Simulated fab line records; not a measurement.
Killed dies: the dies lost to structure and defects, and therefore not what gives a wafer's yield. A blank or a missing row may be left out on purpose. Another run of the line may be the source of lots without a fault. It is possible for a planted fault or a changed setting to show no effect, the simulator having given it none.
What tool caused it? / flow nand_harc / Sampling: 11 lots, 33 wafers, 4 of 1302 route steps

## WHAT EACH GAUGE READ, for each wafer
NHARC_P_M0_CD_MEAS_09: the cd target is 90 nm.
lot=L666; measured=day 6 06:42; on=cd_sem-03; cd_nm (nm)=91.2 90.3 90.7
lot=L667; measured=day 6 14:03; on=cd_sem-03; cd_nm (nm)=88.7 88.6 89.5
lot=L669; measured=day 7 12:23; on=cd_sem-02; cd_nm (nm)=89.4 89.9 89.7
lot=L672; measured=day 8 14:25; on=cd_sem-02; cd_nm (nm)=89.9 89.8 89.8
lot=L673; measured=day 9 00:07; on=cd_sem-02; cd_nm (nm)=85.8 86.3 86.2
lot=L676; measured=day 10 06:01; on=cd_sem-01; cd_nm (nm)=85.2 86.3 86.5
lot=L679; measured=day 11 10:32; on=cd_sem-02; cd_nm (nm)=89.8 89.6 90.3
lot=L682; measured=day 12 20:08; on=cd_sem-01; cd_nm (nm)=89.3 89.2 89.9
lot=L683; measured=day 13 02:37; on=cd_sem-02; cd_nm (nm)=89.8 89.9 88.6
lot=L684; measured=day 13 19:37; on=cd_sem-01; cd_nm (nm)=90.0 89.6 89.5
lot=L688; measured=day 15 08:09; on=cd_sem-03; cd_nm (nm)=88.2 89.3 89.3

## WHAT TOOL EACH LOT RAN ON (gives the tool, then ch and the chambers of the sampled wafers, and finally the start)
lot=L666; NHARC_P_CONTACT_ETCH_18=rie_diel-11 ch 1,2,3, day 6 06:37 or earlier; NHARC_P_CONTACT_ETCH_31=rie_diel-11 ch 2,3, day 6 06:37 or earlier; NHARC_P_M0_PEB_07=litho_track-04 ch 0, day 6 06:37
lot=L667; NHARC_P_CONTACT_ETCH_18=rie_diel-10 ch 0,1,3, day 6 13:58 or earlier; NHARC_P_CONTACT_ETCH_31=rie_diel-10 ch 0,2,3, day 6 13:58 or earlier; NHARC_P_M0_PEB_07=litho_track-06 ch 0, day 6 13:58
lot=L669; NHARC_P_CONTACT_ETCH_18=rie_diel-11 ch 0,2, day 7 12:19 or earlier; NHARC_P_CONTACT_ETCH_31=rie_diel-11 ch 2,3, day 7 12:19 or earlier; NHARC_P_M0_PEB_07=litho_track-06 ch 0, day 7 12:19
lot=L672; NHARC_P_CONTACT_ETCH_18=rie_diel-02 ch 0,1,3, day 8 14:20 or earlier; NHARC_P_CONTACT_ETCH_31=rie_diel-02 ch 0,2,3, day 8 14:20 or earlier; NHARC_P_M0_PEB_07=litho_track-01 ch 0, day 8 14:20
lot=L673; NHARC_P_CONTACT_ETCH_18=rie_diel-10 ch 1,3, day 9 00:02 or earlier; NHARC_P_CONTACT_ETCH_31=rie_diel-10 ch 1,3, day 9 00:02 or earlier; NHARC_P_M0_PEB_07=litho_track-06 ch 0, day 9 00:02
lot=L676; NHARC_P_CONTACT_ETCH_18=rie_diel-11 ch 1,2,3, day 10 05:56 or earlier; NHARC_P_CONTACT_ETCH_31=rie_diel-11 ch 0,1,3, day 10 05:56 or earlier; NHARC_P_M0_PEB_07=litho_track-06 ch 0, day 10 05:56
lot=L679; NHARC_P_CONTACT_ETCH_18=rie_diel-11 ch 1,2,3, day 11 10:28 or earlier; NHARC_P_CONTACT_ETCH_31=rie_diel-11 ch 2,3, day 11 10:28 or earlier; NHARC_P_M0_PEB_07=litho_track-01 ch 0, day 11 10:28
lot=L682; NHARC_P_CONTACT_ETCH_18=rie_diel-11 ch 0,2,3, day 12 20:04 or earlier; NHARC_P_CONTACT_ETCH_31=rie_diel-11 ch 0,1,2, day 12 20:04 or earlier; NHARC_P_M0_PEB_07=litho_track-06 ch 0, day 12 20:04
lot=L683; NHARC_P_CONTACT_ETCH_18=rie_diel-02 ch 1,2, day 13 02:32 or earlier; NHARC_P_CONTACT_ETCH_31=rie_diel-02 ch 0,1,2, day 13 02:32 or earlier; NHARC_P_M0_PEB_07=litho_track-06 ch 0, day 13 02:32
lot=L684; NHARC_P_CONTACT_ETCH_18=rie_diel-10 ch 1,2, day 13 19:31 or earlier; NHARC_P_CONTACT_ETCH_31=rie_diel-10 ch 2,3, day 13 19:31 or earlier; NHARC_P_M0_PEB_07=litho_track-06 ch 0, day 13 19:31
lot=L688; NHARC_P_CONTACT_ETCH_18=rie_diel-02 ch 0,1,2, day 15 08:04 or earlier; NHARC_P_CONTACT_ETCH_31=rie_diel-02 ch 0,1,3, day 15 08:04 or earlier; NHARC_P_M0_PEB_07=litho_track-06 ch 0, day 15 08:04
- NHARC_P_CONTACT_ETCH_18: etches the open film in C4F8/O2/Ar, target depth 481 nm, time 240.5 s.
- NHARC_P_CONTACT_ETCH_31: etches the open film in CH3F/O2, target depth 30 nm, time 85.7 s.
- NHARC_P_M0_PEB_07: peb time 65 s.

## AS READ BY THE TOOLS THEMSELVES (means over the sampled wafers that have a number; for cases with no such wafer, the mark the record gives instead)
NHARC_P_CONTACT_ETCH_18.
lot=L666; tool=rie_diel-11; oes_product_au (a.u.)=0.953; rf_vpp_V (V)=978
lot=L667; tool=rie_diel-10; oes_product_au (a.u.)=0.950; rf_vpp_V (V)=984
lot=L669; tool=rie_diel-11; oes_product_au (a.u.)=0.974; rf_vpp_V (V)=985
lot=L672; tool=rie_diel-02; oes_product_au (a.u.)=0.952; rf_vpp_V (V)=982
lot=L673; tool=rie_diel-10; oes_product_au (a.u.)=0.960; rf_vpp_V (V)=982
lot=L676; tool=rie_diel-11; oes_product_au (a.u.)=0.971; rf_vpp_V (V)=979
lot=L679; tool=rie_diel-11; oes_product_au (a.u.)=0.962; rf_vpp_V (V)=980
lot=L682; tool=rie_diel-11; oes_product_au (a.u.)=0.970; rf_vpp_V (V)=983
lot=L683; tool=rie_diel-02; oes_product_au (a.u.)=0.968; rf_vpp_V (V)=980
lot=L684; tool=rie_diel-10; oes_product_au (a.u.)=0.938; rf_vpp_V (V)=984
lot=L688; tool=rie_diel-02; oes_product_au (a.u.)=0.970; rf_vpp_V (V)=979

NHARC_P_CONTACT_ETCH_31.
lot=L666; tool=rie_diel-11; drypump_motor_current_A (A)=5.3; oes_product_au (a.u.)=0.983; rf_vpp_V (V)=244.5; showerhead_plenum_p_Torr (Torr)=2.53; throttle_valve_pct (%)=20.668
lot=L667; tool=rie_diel-10; drypump_motor_current_A (A)=5.4; oes_product_au (a.u.)=0.983; rf_vpp_V (V)=245.9; showerhead_plenum_p_Torr (Torr)=2.55; throttle_valve_pct (%)=20.662
lot=L669; tool=rie_diel-11; drypump_motor_current_A (A)=5.3; oes_product_au (a.u.)=0.982; rf_vpp_V (V)=245.2; showerhead_plenum_p_Torr (Torr)=2.53; throttle_valve_pct (%)=20.663
lot=L672; tool=rie_diel-02; drypump_motor_current_A (A)=6.0; oes_product_au (a.u.)=0.968; rf_vpp_V (V)=245.7; showerhead_plenum_p_Torr (Torr)=2.49; throttle_valve_pct (%)=20.676
lot=L673; tool=rie_diel-10; drypump_motor_current_A (A)=6.0; oes_product_au (a.u.)=0.984; rf_vpp_V (V)=244.4; showerhead_plenum_p_Torr (Torr)=2.52; throttle_valve_pct (%)=20.654
lot=L676; tool=rie_diel-11; drypump_motor_current_A (A)=5.7; oes_product_au (a.u.)=0.981; rf_vpp_V (V)=243.7; showerhead_plenum_p_Torr (Torr)=2.42; throttle_valve_pct (%)=20.668
lot=L679; tool=rie_diel-11; drypump_motor_current_A (A)=5.4; oes_product_au (a.u.)=1.001; rf_vpp_V (V)=247.0; showerhead_plenum_p_Torr (Torr)=2.59; throttle_valve_pct (%)=20.652
lot=L682; tool=rie_diel-11; drypump_motor_current_A (A)=5.9; oes_product_au (a.u.)=0.979; rf_vpp_V (V)=244.5; showerhead_plenum_p_Torr (Torr)=2.47; throttle_valve_pct (%)=20.661
lot=L683; tool=rie_diel-02; drypump_motor_current_A (A)=6.0; oes_product_au (a.u.)=0.993; rf_vpp_V (V)=244.6; showerhead_plenum_p_Torr (Torr)=2.48; throttle_valve_pct (%)=20.668
lot=L684; tool=rie_diel-10; drypump_motor_current_A (A)=5.2; oes_product_au (a.u.)=0.961; rf_vpp_V (V)=245.5; showerhead_plenum_p_Torr (Torr)=2.54; throttle_valve_pct (%)=20.657
lot=L688; tool=rie_diel-02; drypump_motor_current_A (A)=6.1; oes_product_au (a.u.)=0.985; rf_vpp_V (V)=244.7; showerhead_plenum_p_Torr (Torr)=2.51; throttle_valve_pct (%)=20.670

NHARC_P_M0_PEB_07.
lot=L666; tool=litho_track-04; heater_power_total_W (W)=156.7; plate_temp_C (C)=100.00
lot=L667; tool=litho_track-06; heater_power_total_W (W)=156.5; plate_temp_C (C)=100.00
lot=L669; tool=litho_track-06; heater_power_total_W (W)=156.9; plate_temp_C (C)=99.99
lot=L672; tool=litho_track-01; heater_power_total_W (W)=156.5; plate_temp_C (C)=100.06
lot=L673; tool=litho_track-06; heater_power_total_W (W)=154.7; plate_temp_C (C)=99.19
lot=L676; tool=litho_track-06; heater_power_total_W (W)=154.6; plate_temp_C (C)=99.15
lot=L679; tool=litho_track-01; heater_power_total_W (W)=156.3; plate_temp_C (C)=99.90
lot=L682; tool=litho_track-06; heater_power_total_W (W)=156.7; plate_temp_C (C)=100.05
lot=L683; tool=litho_track-06; heater_power_total_W (W)=156.3; plate_temp_C (C)=100.04
lot=L684; tool=litho_track-06; heater_power_total_W (W)=156.9; plate_temp_C (C)=99.88
lot=L688; tool=litho_track-06; heater_power_total_W (W)=156.9; plate_temp_C (C)=100.01

## THE ANSWER, worked out from the rows above alone
Rule: usual is defined by the lots themselves. The widest of any qualifying gaps counts: lots, ordered by their means at a reading, are off when they make up no more than a third of the lots, leave a main group of 4 or more, and stand apart from it by 3 or more times the standard deviation of that group's means. If all means in a main group match to the digits the tables above print for the reading, that group is not used. Also off: a lot with no number at a reading for which 4 or more lots have one. Where the step has rows for the other lots, those lots are counted as sound. First the gauges in route order, then the tools' own readings, where a lot's mean is used as printed above. The first step at which some lot is off is used, and at that step the reading that is off furthest; a lot without a number counts as furthest.
Off: L673, L676, at NHARC_P_M0_CD_MEAS_09 (cd_nm). Main group: mean 89.6 nm, sd 0.51.
If a tool, at a process step before that reading, ran all the lots that are off and no sound lot after the first of them, it fits. Not tried: the gauges at NHARC_P_M0_CD_MEAS_09; whatever is off there is also off at NHARC_P_M0_PEB_07, on other tools, and gauge error can't account for it. NHARC_P_CONTACT_ETCH_18 gives no start for some lots, so the hours and the order of its lots are those of NHARC_P_M0_PEB_07. NHARC_P_CONTACT_ETCH_31 gives no start for some lots, so the hours and the order of its lots are those of NHARC_P_M0_PEB_07. None of those tried fits.

## WHAT WAS PUT IN BY THE SIMULATOR
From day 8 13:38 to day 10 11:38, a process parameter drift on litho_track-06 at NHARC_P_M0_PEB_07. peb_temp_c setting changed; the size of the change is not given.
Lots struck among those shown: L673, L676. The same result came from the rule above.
